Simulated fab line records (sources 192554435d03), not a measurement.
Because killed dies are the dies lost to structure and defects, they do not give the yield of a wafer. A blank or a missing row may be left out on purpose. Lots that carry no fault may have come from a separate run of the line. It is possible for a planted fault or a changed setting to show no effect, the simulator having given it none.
A lot that was struck, set against a sound lot -- flow n5-finfet -- 15 steps out of a route of 1938
Sound: these wafers, L253.2, L253.4, L253.5. The struck wafers were L259.2, L259.5, L259.6. The cause is given at the end.
For every step that has rows: the tool of each side, followed by ch and its chambers, followed by its first start. Under that, the readings that differ: sound wafers -- struck wafers -- difference of the means -- sigmas: that difference in standard deviations of wafers without a fault.
alike: a reading whose means differ by less than 2 such deviations, as well as words and numbers matching on both sides. not compared: withheld readings; readings where some wafer has no value; bounds like >300 that might hide an equal value; numbers whose values overlap and for which the record gives no deviation.
A row with sigmas, a row that says differs or no value, or rows on one side alone: a step with any of these is where the two part. Numbers that don't overlap but have no deviation are shown without sigmas and don't part them. Lack of a reading on every wafer of one side parts them only where that side has two or more wafers.

N5_BEOL_M10_RS_MEAS_57: the measuring method here is four-point-probe.
  sound on film-metro-01 at day 12 11:50; struck on film-metro-01 at day 13 18:32
  alike: M10_RS
N5_BEOL_M10_INSPECT_58: inspects for defects (darkfield).
  sound on defect-inspect-02 at day 12 11:52; struck on defect-inspect-02 at day 13 18:34
  alike: raw-defect-count
N5_BEOL_M11_ILD_DEP_00: deposits SiCOH lowk from DEMS/porogen, target thk 308.51 nm, time 58 s.
  sound on pecvd-01 ch 0,1,2, day 12 11:54; struck on pecvd-01 ch 0,1,2, day 13 18:36
  alike: heater-power-w, showerhead-plenum-p-Torr, throttle-valve-pct
N5_BEOL_M11_CURE_71: cures SiCOH lowk, time 240 s.
  sound on uv-cure-03 ch 1, day 12 12:14; struck on uv-cure-03 ch 2, day 13 18:45
  alike: lamp-power-pct, wafer_temp_C_max
N5_BEOL_M11_THK_MEAS_01:
  sound on film-metro-02 at day 12 12:40; struck on film-metro-01 at day 13 19:11
  alike: M11_ILD_THK
N5_BEOL_M11_PECVD_70: deposits SiO2 from TEOS/O2, target thk 20 nm, time 22.7 s.
  sound on pecvd-04 ch 0,1, day 12 12:43; struck on pecvd-01 ch 0,2, day 13 19:13
reading,sound,struck,difference,sigmas
throttle-valve-pct (%),24.5 23.6 23.7,21.5 21.6 21.3,-2.5,-2
  alike: heater-power-w, showerhead-plenum-p-Torr
N5_BEOL_M11_HM_DEP_02: deposits TiN, target thk 20 nm.
  sound on pvd-sputter-03 at day 12 14:28; struck on pvd-sputter-01 at day 13 21:02
reading,sound,struck,difference,sigmas
throttle-valve-pct (%),31.0 31.0 30.9,28.7 28.5 27.3,-2.8,-2
then, 5 steps without rows for these wafers: N5_BEOL_M11_COAT_59 (time 60 s, resist thk 100 nm); N5_BEOL_M11_COAT_60 (time 60 s, resist thk 30 nm); N5_BEOL_M11_COAT_05 (resist thk 90 nm); N5_BEOL_M11_EBR_07; N5_BEOL_M11_SOFTBAKE_06 (time 60 s).
N5_BEOL_M11_EXPOSE_08: exposes mask M11.
  sound on arfi-scanner-02 ch 0, day 12 14:51; struck on arfi-scanner-02 ch 0, day 13 21:25
reading,sound,struck,difference,sigmas
exposure-dose-mJ-cm2,53.74 53.67 53.62,54.93 54.92 54.95,+1.26,+23
  alike: mask, focus-offset-nm
then, 1 step without rows for these wafers: N5_BEOL_M11_PEB_09 (peb time 60 s).
-- the record jumps here: 2 days lie between the struck wafers' starts before and after (it left off in module BEOL_M11 and takes up again in module PASSIVATION, whose first step shown is number 1936 of the route) --
N5_PASSIVATION_PROBE_49:
  sound on prober-02 at day 14 07:54; struck on prober-02 at day 16 04:32
  alike: defect-limited-yield, killed_at_M0_to_M3, killed_at_M4_up, killed-at-contacts, killed-at-front-end, killed-at-other, killed-dies, killed-on-rim, killed-open, killed-short, sort_bin_5_function, sort_bin_6_memory, sort-n-pass, sort-yield-pct

## WHERE THEY PART
At N5_BEOL_M11_PECVD_70 first; at N5_BEOL_M11_EXPOSE_08 last (within this record only). Later steps at which nothing parts them and some readings are alike: N5_PASSIVATION_PROBE_49.

WHY: the cause the simulator had injected
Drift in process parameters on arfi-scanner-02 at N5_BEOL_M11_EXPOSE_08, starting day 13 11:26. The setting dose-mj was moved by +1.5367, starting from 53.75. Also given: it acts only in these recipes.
